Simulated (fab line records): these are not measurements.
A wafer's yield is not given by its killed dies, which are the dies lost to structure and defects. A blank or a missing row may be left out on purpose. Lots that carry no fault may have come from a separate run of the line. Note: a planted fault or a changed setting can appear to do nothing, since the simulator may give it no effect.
The tool behind it: which one?	flow nand harc	24 lots with 72 wafers sampled at 6 steps, on a route of 1302 steps

## WHAT THE GAUGES SHOWED, per wafer
No reading from a measuring or inspecting step in the record can be judged against a usual standard deviation.

## WHICH TOOL RAN EACH LOT (tool, then ch and the chambers of the sampled wafers, then the start)
lot	NHARC_A_STAIRCASE_ETCH_271	NHARC_A_STAIRCASE_ETCH_273	NHARC_A_STAIRCASE_HM_DEP_459	NHARC_A_STAIRCASE_HM_DEP_462	NHARC_A_STAIRCASE_ALD_415	NHARC_A_STAIRCASE_DEP_417
L074	rie diel-05 ch 2,3, day 16 16:47	rie diel-05 ch 2,3, day 16 23:01 or earlier	acl dep-02 ch 0, day 16 23:01	acl dep-01 ch 0, day 17 04:34	ald hk-03 ch 0,1,2, day 17 09:19	pecvd-03 ch 0,1, day 17 11:09
L075	rie diel-01 ch 2,3, day 16 17:41	rie diel-01 ch 0,3, day 17 00:11 or earlier	acl dep-01 ch 0, day 17 00:11	acl dep-02 ch 0, day 17 05:28	ald hk-02 ch 1,2,3, day 17 09:34	pecvd-01 ch 0,2, day 17 11:50
L076	rie diel-04 ch 1,2,3, day 17 09:37	rie diel-04 ch 0,1,3, day 17 12:55 or earlier	acl dep-02 ch 0, day 17 12:55	acl dep-03 ch 0, day 17 19:33	ald hk-04 ch 2,3, day 17 23:50	pecvd-04 ch 0,1, day 18 02:19
L077	rie diel-05 ch 0,1,2, day 17 11:28	rie diel-05 ch 1,2,3, day 17 14:25 or earlier	acl dep-01 ch 0, day 17 14:25	acl dep-03 ch 0, day 17 21:05	ald hk-02 ch 0,2,3, day 18 01:55	pecvd-01 ch 0,1,2, day 18 03:59
L078	rie diel-05 ch 0,1,3, day 17 15:59	rie diel-05 ch 1,2,3, day 17 20:56 or earlier	acl dep-02 ch 0, day 17 20:56	acl dep-01 ch 0, day 18 02:04	ald hk-03 ch 0,1,2, day 18 06:54	pecvd-01 ch 0,1,2, day 18 08:56
L081	rie diel-05 ch 0,2,3, day 19 00:36	rie diel-05 ch 0,1,2, day 19 06:38 or earlier	acl dep-03 ch 0, day 19 06:38	acl dep-01 ch 0, day 19 12:00	ald hk-02 ch 0,1,2, day 19 16:37	pecvd-03 ch 0,2, day 19 18:54
L080	rie diel-04 ch 0,2,3, day 19 02:27	rie diel-04 ch 0,1,3, day 19 06:52 or earlier	acl dep-01 ch 0, day 19 06:52	acl dep-03 ch 0, day 19 12:10	ald hk-04 ch 2,3, day 19 17:01	pecvd-03 ch 0,1, day 19 19:16
L079	rie diel-04 ch 1,2,3, day 19 07:56	rie diel-04 ch 1,2, day 19 16:55 or earlier	acl dep-01 ch 0, day 19 16:55	acl dep-03 ch 0, day 19 22:18	ald hk-04 ch 1,2, day 20 03:15	pecvd-03 ch 1,2, day 20 05:23
L082	rie diel-04 ch 0,1,2, day 20 08:03	rie diel-04 ch 2,3, day 20 14:07 or earlier	acl dep-02 ch 0, day 20 14:07	acl dep-03 ch 0, day 20 19:41	ald hk-04 ch 1,2,3, day 21 00:37	pecvd-01 ch 0,2, day 21 02:43
L083	rie diel-01 ch 0,1,2, day 20 09:44	rie diel-01 ch 0,1,3, day 20 14:32 or earlier	acl dep-03 ch 0, day 20 14:32	acl dep-01 ch 0, day 20 22:08	ald hk-04 ch 0,1,2, day 21 03:03	pecvd-04 ch 0,2, day 21 04:40
L085	rie diel-05 ch 0,1,2, day 20 18:55	rie diel-05 ch 2,3, day 21 00:01 or earlier	acl dep-03 ch 0, day 21 00:01	acl dep-02 ch 0, day 21 05:07	ald hk-04 ch 0,1,2, day 21 09:55	pecvd-04 ch 0,1,2, day 21 11:49
L084	rie diel-04 ch 0,1,3, day 20 19:39	rie diel-04 ch 0,3, day 20 23:56 or earlier	acl dep-01 ch 0, day 20 23:56	acl dep-03 ch 0, day 21 05:03	ald hk-03 ch 1,2, day 21 09:33	pecvd-03 ch 1,2, day 21 11:47
L086	rie diel-05 ch 0,3, day 21 04:25	rie diel-05 ch 1,2, day 21 07:39 or earlier	acl dep-01 ch 0, day 21 07:39	acl dep-01 ch 0, day 21 12:47	ald hk-02 ch 1,2, day 21 17:19	pecvd-04 ch 1,2, day 21 19:38
L088	rie diel-01 ch 0,2,3, day 22 02:37	rie diel-01 ch 0,2,3, day 22 11:17 or earlier	acl dep-02 ch 0, day 22 11:17	acl dep-03 ch 0, day 22 20:59	ald hk-04 ch 0,1,2, day 23 07:35	pecvd-04 ch 0,1,2, day 23 09:52
L087	rie diel-05 ch 0,2,3, day 22 04:19	rie diel-05 ch 0,3, day 22 12:58 or earlier	acl dep-01 ch 0, day 22 12:58	acl dep-02 ch 0, day 22 21:30	ald hk-03 ch 0,1,2, day 23 05:20	pecvd-01 ch 1,2, day 23 07:10
L089	rie diel-05 ch 0,3, day 22 10:26	rie diel-05 ch 1,2, day 22 17:40 or earlier	acl dep-01 ch 0, day 22 17:40	acl dep-03 ch 0, day 23 00:31	ald hk-03 ch 0,1,3, day 23 06:44	pecvd-01 ch 0,2, day 23 08:38
L090	rie diel-04 ch 1,2, day 23 01:39	rie diel-04 ch 0,1, day 23 05:02 or earlier	acl dep-03 ch 0, day 23 05:02	acl dep-03 ch 0, day 23 10:10	ald hk-03 ch 0,1,3, day 23 14:58	pecvd-03 ch 0,1, day 23 16:59
L091	rie diel-05 ch 1,2,3, day 23 09:59	rie diel-05 ch 1,2,3, day 23 19:10 or earlier	acl dep-03 ch 0, day 23 19:10	acl dep-03 ch 0, day 24 00:34	ald hk-04 ch 1,2,3, day 24 06:05	pecvd-01 ch 0,1,2, day 24 07:57
L093	rie diel-04 ch 0,3, day 24 03:37	rie diel-04 ch 0,3, day 24 10:05 or earlier	acl dep-02 ch 0, day 24 10:05	acl dep-02 ch 0, day 24 17:02	ald hk-04 ch 0,1,2, day 25 00:59	pecvd-04 ch 1,2, day 25 02:46
L092	rie diel-05 ch 0,1, day 24 09:34	rie diel-05 ch 1,3, day 24 14:07 or earlier	acl dep-03 ch 0, day 24 14:07	acl dep-02 ch 0, day 24 19:14	ald hk-02 ch 0,1,3, day 25 01:11	pecvd-03 ch 0,1,2, day 25 03:25
L094	rie diel-05 ch 0,1, day 24 17:31	rie diel-05 ch 1,2,3, day 24 20:51 or earlier	acl dep-03 ch 0, day 24 20:51	acl dep-01 ch 0, day 25 03:05	ald hk-02 ch 0,1,3, day 25 07:35	pecvd-01 ch 1,2, day 25 09:43
L095	rie diel-01 ch 0,2,3, day 25 17:43	rie diel-01 ch 0,2,3, day 25 22:54 or earlier	acl dep-01 ch 0, day 25 22:54	acl dep-02 ch 0, day 26 05:37	ald hk-03 ch 1,2, day 26 09:47	pecvd-01 ch 0,2, day 26 13:29
L096	rie diel-04 ch 0,1, day 25 20:45	rie diel-04 ch 0,2, day 26 01:12 or earlier	acl dep-03 ch 0, day 26 01:12	acl dep-03 ch 0, day 26 06:34	ald hk-02 ch 0,3, day 26 11:11	pecvd-03 ch 0,2, day 26 14:49
L097	rie diel-01 ch 1,2,3, day 26 07:22	rie diel-01 ch 0,2,3, day 26 11:12 or earlier	acl dep-03 ch 0, day 26 11:12	acl dep-01 ch 0, day 26 18:37	ald hk-02 ch 0,2,3, day 27 00:56	pecvd-03 ch 1,2, day 27 04:07
- NHARC_A_STAIRCASE_ETCH_271: etches the open film in CF4/CHF3.
- NHARC_A_STAIRCASE_ETCH_273: etches the open film in C4F8/O2/Ar, target depth 10200 nm, time 2468.6 s.
- NHARC_A_STAIRCASE_HM_DEP_459: deposits aC, target thk 1500 nm.
- NHARC_A_STAIRCASE_HM_DEP_462: deposits aC, target thk 800 nm.
- NHARC_A_STAIRCASE_ALD_415: deposits SiO2, target thk 30 nm, pulse time 6 s, ald cycles 300.
- NHARC_A_STAIRCASE_DEP_417: deposits Si3N4, target thk 60 nm.

## AS READ BY THE TOOLS THEMSELVES (means over the sampled wafers that have a number; for cases with no such wafer, the mark the record gives instead)
NHARC_A_STAIRCASE_ETCH_271.
lot	tool	drypump motor current A (A)	mfc ar sccm (sccm)	oes product au (a.u.)	rf fwd power W (W)	rf vpp V (V)	showerhead plenum p Torr (Torr)	throttle valve pct (%)
L074	rie diel-05	5.4	0.011	0.928	495.9	370.9	1.57	16.803
L075	rie diel-01	6.2	0.000	0.945	496.8	370.2	1.55	16.800
L076	rie diel-04	5.8	0.008	0.925	494.7	371.6	1.61	16.808
L077	rie diel-05	5.5	0.022	0.923	494.9	369.0	1.52	16.792
L078	rie diel-05	5.4	0.011	0.973	495.6	370.9	1.57	16.803
L081	rie diel-05	5.6	0.011	0.956	495.7	369.3	1.52	16.800
L080	rie diel-04	5.8	0.014	0.957	495.9	371.6	1.61	16.815
L079	rie diel-04	5.8	0.008	0.918	496.0	371.5	1.61	16.809
L082	rie diel-04	5.4	0.012	0.915	496.9	370.4	1.55	16.799
L083	rie diel-01	6.3	0.001	0.930	497.6	369.0	1.53	16.805
L085	rie diel-05	5.5	0.022	0.969	494.9	368.8	1.52	16.811
L084	rie diel-04	5.9	0.009	0.912	495.6	370.9	1.59	16.794
L086	rie diel-05	5.7	0.000	0.966	496.7	368.6	1.53	16.803
L088	rie diel-01	6.4	0.001	0.965	497.9	368.8	1.52	16.795
L087	rie diel-05	5.6	0.011	0.969	496.2	368.2	1.51	16.796
L089	rie diel-05	5.7	0.000	0.963	494.4	369.3	1.52	16.796
L090	rie diel-04	5.5	0.006	0.966	494.7	369.6	1.54	16.805
L091	rie diel-05	5.3	0.022	0.946	498.2	370.4	1.55	16.801
L093	rie diel-04	6.2	0.011	0.948	499.0	373.0	1.63	16.801
L092	rie diel-05	5.3	0.021	0.948	495.8	369.2	1.56	16.802
L094	rie diel-05	5.6	0.011	0.926	494.3	369.4	1.52	16.802
L095	rie diel-01	6.4	0.001	0.923	496.8	368.7	1.51	16.802
L096	rie diel-04	5.5	0.013	0.924	495.9	368.5	1.53	16.802
L097	rie diel-01	6.2	0.000	0.961	497.6	368.7	1.54	16.801

NHARC_A_STAIRCASE_ETCH_273.
lot	tool	oes product au (a.u.)	rf fwd power W (W)	rf vpp V (V)
L074	rie diel-05	0.938	600.2	1826
L075	rie diel-01	0.932	598.8	1815
L076	rie diel-04	0.923	600.9	1829
L077	rie diel-05	0.938	599.9	1826
L078	rie diel-05	0.951	600.4	1826
L081	rie diel-05	0.934	601.0	1818
L080	rie diel-04	0.937	598.9	1829
L079	rie diel-04	0.933	597.1	1826
L082	rie diel-04	0.910	599.0	1840
L083	rie diel-01	0.937	600.1	1819
L085	rie diel-05	0.935	600.4	1825
L084	rie diel-04	0.912	600.8	1837
L086	rie diel-05	0.945	601.2	1824
L088	rie diel-01	0.941	601.0	1818
L087	rie diel-05	0.945	601.1	1819
L089	rie diel-05	0.931	600.0	1824
L090	rie diel-04	0.936	598.5	1819
L091	rie diel-05	0.928	598.9	1823
L093	rie diel-04	0.919	601.7	1828
L092	rie diel-05	0.926	600.6	1831
L094	rie diel-05	0.929	599.7	1824
L095	rie diel-01	0.933	600.2	1817
L096	rie diel-04	0.940	600.8	1823
L097	rie diel-01	0.929	600.4	1817

NHARC_A_STAIRCASE_HM_DEP_459.
lot	tool	throttle valve pct (%)
L074	acl dep-02	35.009
L075	acl dep-01	34.997
L076	acl dep-02	34.995
L077	acl dep-01	34.995
L078	acl dep-02	35.001
L081	acl dep-03	34.999
L080	acl dep-01	35.001
L079	acl dep-01	35.001
L082	acl dep-02	34.999
L083	acl dep-03	35.000
L085	acl dep-03	35.004
L084	acl dep-01	34.995
L086	acl dep-01	34.995
L088	acl dep-02	35.001
L087	acl dep-01	34.999
L089	acl dep-01	35.005
L090	acl dep-03	34.997
L091	acl dep-03	34.988
L093	acl dep-02	35.008
L092	acl dep-03	35.008
L094	acl dep-03	35.003
L095	acl dep-01	34.997
L096	acl dep-03	35.003
L097	acl dep-03	34.998

NHARC_A_STAIRCASE_HM_DEP_462.
lot	tool	throttle valve pct (%)
L074	acl dep-01	35.000
L075	acl dep-02	34.994
L076	acl dep-03	34.996
L077	acl dep-03	35.002
L078	acl dep-01	35.008
L081	acl dep-01	35.005
L080	acl dep-03	34.998
L079	acl dep-03	35.008
L082	acl dep-03	35.001
L083	acl dep-01	34.999
L085	acl dep-02	35.004
L084	acl dep-03	34.998
L086	acl dep-01	34.993
L088	acl dep-03	34.995
L087	acl dep-02	34.991
L089	acl dep-03	35.001
L090	acl dep-03	34.994
L091	acl dep-03	35.006
L093	acl dep-02	35.002
L092	acl dep-02	35.008
L094	acl dep-01	35.008
L095	acl dep-02	35.000
L096	acl dep-03	34.995
L097	acl dep-01	34.995

NHARC_A_STAIRCASE_ALD_415.
lot	tool	heater power w (W)	precursor pulse height rel
L074	ald hk-03	457	1.013
L075	ald hk-02	481	0.995
L076	ald hk-04	482	1.006
L077	ald hk-02	492	1.000
L078	ald hk-03	470	0.990
L081	ald hk-02	497	1.007
L080	ald hk-04	483	1.005
L079	ald hk-04	441	0.991
L082	ald hk-04	461	0.999
L083	ald hk-04	468	0.985
L085	ald hk-04	458	1.008
L084	ald hk-03	490	1.004
L086	ald hk-02	486	0.996
L088	ald hk-04	467	1.010
L087	ald hk-03	469	1.019
L089	ald hk-03	452	1.009
L090	ald hk-03	444	1.007
L091	ald hk-04	460	0.968
L093	ald hk-04	464	1.003
L092	ald hk-02	501	1.013
L094	ald hk-02	507	0.973
L095	ald hk-03	490	1.001
L096	ald hk-02	515	0.997
L097	ald hk-02	486	1.000

NHARC_A_STAIRCASE_DEP_417.
lot	tool	heater power w (W)	rf fwd power W (W)
L074	pecvd-03	551	450.3
L075	pecvd-01	729	448.7
L076	pecvd-04	756	447.6
L077	pecvd-01	684	450.0
L078	pecvd-01	739	449.6
L081	pecvd-03	552	450.9
L080	pecvd-03	583	449.1
L079	pecvd-03	594	448.8
L082	pecvd-01	720	448.4
L083	pecvd-04	859	450.1
L085	pecvd-04	768	449.4
L084	pecvd-03	574	450.7
L086	pecvd-04	852	448.7
L088	pecvd-04	771	448.4
L087	pecvd-01	721	448.6
L089	pecvd-01	737	450.4
L090	pecvd-03	592	449.2
L091	pecvd-01	734	449.6
L093	pecvd-04	834	447.2
L092	pecvd-03	574	449.9
L094	pecvd-01	719	448.6
L095	pecvd-01	728	450.1
L096	pecvd-03	556	448.3
L097	pecvd-03	544	448.8

## THE ANSWER, worked out from the rows above alone
Rule: the lots themselves supply what counts as usual. Put in order of their means at a reading, lots are off if they are a third of the lots or fewer, leave a main group of 4 or more, and stand apart from it by a gap of 3 or more times the standard deviation of the main group's means; of several such gaps the widest counts. A main group is skipped when, at the precision printed for the reading in the tables above, its means are all equal. Also off: a lot with no number at a reading for which 4 or more lots have one. All remaining lots with rows at the step are treated as sound. After the gauges, taken in route order, come the tools' own readings; for these a lot's mean is taken, as printed above. The first step at which some lot is off is used, and at that step the reading that is off furthest; a lot without a number counts as furthest.
None of the lots is off at any reading shown; this tells nothing.

## WHAT THE SIMULATOR HAD PUT IN
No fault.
